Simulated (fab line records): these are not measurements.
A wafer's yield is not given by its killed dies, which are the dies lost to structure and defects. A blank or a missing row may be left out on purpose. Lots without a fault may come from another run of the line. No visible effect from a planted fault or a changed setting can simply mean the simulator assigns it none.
Comparing a struck lot with a sound one || flow n5-finfet || 42 out of 1938 route steps
Sound: these wafers, L699.2, L699.3, L699.5. Struck: wafers L708.2, L708.5. Last of all comes the cause.
At each step with rows: each side's tool, then ch and its chambers, then its first start. Under that, the readings that differ: sound wafers || struck wafers || difference of the means || sigmas: that difference in standard deviations of wafers without a fault.
alike: a reading whose means differ by less than 2 such deviations, as well as words and numbers matching on both sides. not compared: withheld readings; readings where some wafer has no value; bounds like >300 that might hide an equal value; numbers whose values overlap and for which the record gives no deviation.
A row with sigmas, a row that says differs or no value, or rows on one side alone: a step with any of these is where the two part. Numbers that have no deviation but don't overlap get no sigmas and don't part them. A reading missing from all wafers of one side parts the sides only when that side holds two or more wafers.

first, 11 steps without rows for these wafers: N5_GATE_CUT_ETCHBACK_00 (etches W in SF6/Cl2); N5_GATE_CUT_ETCH_56 (etches TiN in Cl2/Ar, target depth 21.6 nm); N5_GATE_CUT_ETCHBACK_30 (etches TiN in Cl2/Ar, target depth 3 nm); N5_GATE_CUT_VAPOR_ETCH_60 (etches HfO2 in BCl3/Cl2); N5_GATE_CUT_ETCH_58 (etches SiNx in CH3F/O2, target depth 17 nm, time 128.6 s); N5_GATE_CUT_STRIP_59 (strips in N2/H2, time 20 s); N5_GATE_CUT_PRECLEAN_31 (cleans in DIW, time 300 s); N5_GATE_CUT_SRD_32 (time 30 s); N5_GATE_CUT_SAC_CAP_01 (material SiNx, target thk 24 nm, pulse time 1 s, ald cycles 480); N5_GATE_CUT_PECVD_57 (deposits SiNx from SiH4/NH3/N2, target thk 21 nm); N5_GATE_CUT_CMP_02 (polishes, stops on SiO2, t overpolish 12.7 s, target thk 0 nm).
N5_GATE_CUT_HM_DEP_46: deposits SiO2 from TEOS/O2, target thk 130 nm, time 26.6 s.
  sound on pecvd-02 ch 1,2, day 5 22:44; struck on pecvd-02 ch 0,1, day 8 04:37
{"reading": "model.SiO2_of_GATE_CUT_HM_DEP_46.thk-nm (nm)", "sound": "129 129.4 128.8", "struck": "79 80.6", "difference": -49, "sigmas": ""}
  alike: heater-power-w, showerhead-plenum-p-Torr, throttle-valve-pct
  not compared: since-wet-clean-h
then, 15 steps without rows for these wafers: N5_GATE_CUT_COAT_34 (time 60 s, resist thk 60 nm); N5_GATE_CUT_COAT_35 (time 60 s, resist thk 10 nm); N5_GATE_CUT_COAT_27 (time 60 s, resist thk 10 nm); N5_GATE_CUT_COAT_07 (resist thk 30 nm); N5_GATE_CUT_EBR_09; N5_GATE_CUT_SOFTBAKE_08 (time 60 s); N5_GATE_CUT_EXPOSE_10 (exposes mask GATE CUT, target cd 20 nm); N5_GATE_CUT_PEB_11 (peb time 60 s); N5_GATE_CUT_DEVELOP_12 (develop time 30 s); N5_GATE_CUT_DESCUM_18 (chemistry O2, time 7 s); N5_GATE_CUT_ETCH_28 (etches underlayer in N2/H2, target depth 13 nm, time 10.4 s); N5_GATE_CUT_ETCH_36 (etches SiARC in CF4, target depth 13 nm, time 21.7 s); N5_GATE_CUT_ETCH_37 (etches SOC in N2/H2, target depth 60 nm, overetch 12 nm, time 90 s); N5_GATE_CUT_STRIP_38 (strips in N2/H2); N5_GATE_CUT_STRIP_39 (strips in N2/H2).
N5_GATE_CUT_HM_OPEN_40: chemistry C4F6/O2, target SiO2, target depth 139 nm, time 85.1 s.
  sound on rie-diel-02 ch 2,3, day 5 23:21; struck on rie-diel-02 ch 0,2, day 8 05:40
{"reading": "etch-rf-on-time-s (s)", "sound": "90.1 90.8 90.9", "struck": "56.6 56.4", "difference": -34.1, "sigmas": -15}
{"reading": "model.etch.depth-nm (nm)", "sound": "129 129.4 128.8", "struck": "79.09 80.67", "difference": -49.19, "sigmas": ""}
{"reading": "model.SOC_of_GATE_CUT_COAT_34.thk-nm (nm)", "sound": "33.8 33 33.2", "struck": "43.8 43", "difference": "+10.1", "sigmas": ""}
  alike: chamber-pressure-mTorr, drypump-motor-current-A, oes-product-au, rf-vpp-V, showerhead-plenum-p-Torr, throttle-valve-pct
  not compared: rf-hours-counter-h
then, 10 steps without rows for these wafers: N5_GATE_CUT_STRIP_41 (strips in CF4); N5_GATE_CUT_STRIP_42 (strips in O2); N5_GATE_CUT_ETCH_19 (etches SiNx in CH3F/O2, target depth 53.7 nm, time 76.7 s); N5_GATE_CUT_CUT_ETCH_53 (etches W in SF6/Cl2, target depth 79.2 nm); N5_GATE_CUT_CUT_ETCH_54 (etches TiN in Cl2/BCl3, target depth 96.7 nm); N5_GATE_CUT_CUT_ETCH_55 (etches HfO2 in BCl3, target depth 3.2 nm); N5_GATE_CUT_ETCH_47 (etches SiO2 in Cl2/BCl3, target depth 10 nm); N5_GATE_CUT_VAPOR_ETCH_48 (etches TiN in BCl3/Cl2); N5_GATE_CUT_VAPOR_ETCH_49 (etches TiAlC in BCl3/Cl2); N5_GATE_CUT_VAPOR_ETCH_51 (etches HfO2 in BCl3/Cl2).
N5_GATE_CUT_THK_MEAS_24:
  sound on film-metro-01, day 6 01:49; struck on film-metro-01, day 8 08:38
{"reading": "GC_FILL_THK (nm)", "sound": "220.5 219.4 219.5", "struck": "168.0 169.7", "difference": -51.0, "sigmas": -23}
N5_GATE_CUT_CMP_43: polishes SiO2.
  sound on cmp-04 ch 0,3, day 6 01:55; struck on cmp-01 ch 1,3, day 8 08:55
{"reading": "model.SiO2_of_GATE_CUT_HM_DEP_46.thk-nm (nm)", "sound": "5 5 5", "struck": "2.6 2.6", "difference": -2.4, "sigmas": ""}
  alike: motor-current-A
-- here the record skips 6 days between the struck wafers' starts before and after, leaving off in module GATE_CUT and picking up in module BEOL_M4 (first step shown: number 1111 of the route) --
N5_BEOL_M4_RC_MEAS_101:
  sound on prober-02 ch 0, day 11 08:13; struck on prober-01 ch 0, day 14 05:50
{"reading": "DIBL_N (mV/V)", "sound": "36.9 34.6 31.0", "struck": "37.3 39.5", "difference": "+4.2", "sigmas": "+2"}
{"reading": "IOFF_N (nA/um)", "sound": "0.171 0.138 0.091", "struck": "0.184 0.226", "difference": "+0.072", "sigmas": "+3"}
  alike: DIBL_P, IOFF_P, ION_N, ION_P, SS_N, SS_P, VT_N, VT_P
-- the record jumps here: 5 days lie between the struck wafers' starts before and after (it left off in module BEOL_M4 and takes up again in module PASSIVATION, whose first step shown is number 1936 of the route) --
N5_PASSIVATION_PROBE_49:
  sound on prober-02, day 15 18:40; struck on prober-02, day 18 19:35
  alike: defect-limited-yield, killed_at_M0_to_M3, killed_at_M4_up, killed-at-contacts, killed-at-front-end, killed-at-other, killed-dies, killed-open, killed-short, sort_bin_5_function, sort_bin_6_memory, sort_bin_8_speed, sort-n-pass, sort-yield-pct

## WHERE THEY PART
First at N5_GATE_CUT_HM_OPEN_40; last, within this record, at N5_BEOL_M4_RC_MEAS_101. Later steps at which nothing parts them and some readings are alike: N5_PASSIVATION_PROBE_49.

WHY: the cause the simulator had injected
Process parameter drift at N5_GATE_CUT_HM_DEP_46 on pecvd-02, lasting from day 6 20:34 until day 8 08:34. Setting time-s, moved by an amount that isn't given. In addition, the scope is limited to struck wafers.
